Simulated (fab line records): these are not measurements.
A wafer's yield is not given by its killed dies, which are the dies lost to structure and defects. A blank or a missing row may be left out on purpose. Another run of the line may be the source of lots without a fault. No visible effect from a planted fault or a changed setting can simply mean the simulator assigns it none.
Chamber matching    flow nand_harc    4 sister chambers for NHARC_A_WL_FILL_STRIP_29 on rie_diel-01
The step strips in O2, time 20 s. 4 wafers are shown with their chamber, then 9 later ones without.

== WAFERS PAIRED WITH THEIR CHAMBERS ==
wafer   chamber  oes_product_au (a.u.)
L084.2  2        0.989
L086.6  1        1.006
L087.5  0        1.002
L087.6  3        1.003

== WAFERS WITH NO CHAMBER GIVEN ==
wafer   oes_product_au (a.u.)
L089.1  1.003
L089.2  0.996
L089.5  0.989
L088.1  0.992
L088.2  1.022
L088.4  1.018
L091.1  1.000
L091.5  1.002
L091.6  1.001

== CHAMBER TAKEN BY EACH ==
wafer   from the rows above                in truth
L089.1  can't be placed: 3 or 0 or 1 or 2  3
L089.2  can't be placed: 0 or 3 or 2 or 1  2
L089.5  can't be placed: 2 or 0 or 3       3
L088.1  can't be placed: 2 or 0 or 3 or 1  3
L088.2  can't be placed: 1 or 3 or 0       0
L088.4  can't be placed: 1 or 3 or 0       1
L091.1  can't be placed: 0 or 3 or 1 or 2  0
L091.5  can't be placed: 0 or 3 or 1 or 2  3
L091.6  can't be placed: 0 or 3 or 1 or 2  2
Correct placement for 0 of the 9. Unplaceable from these rows: 9, with the true chamber sitting among the candidates in 9. 0 placed wrongly.
How it was worked out, from the rows above alone: a wafer's distance from a chamber is the root of the sum, over the readings, of the square of ((its reading less the chamber's mean) divided by the reading's scatter). If the next closest chamber is less than 2 further off than the closest, the wafer can't be placed; otherwise it belongs to the closest. The mean given for a chamber averages the wafers shown for that chamber. The scatter: root of mean squared gap, hidden wafer to nearest shown wafer, with one shown wafer a chamber.
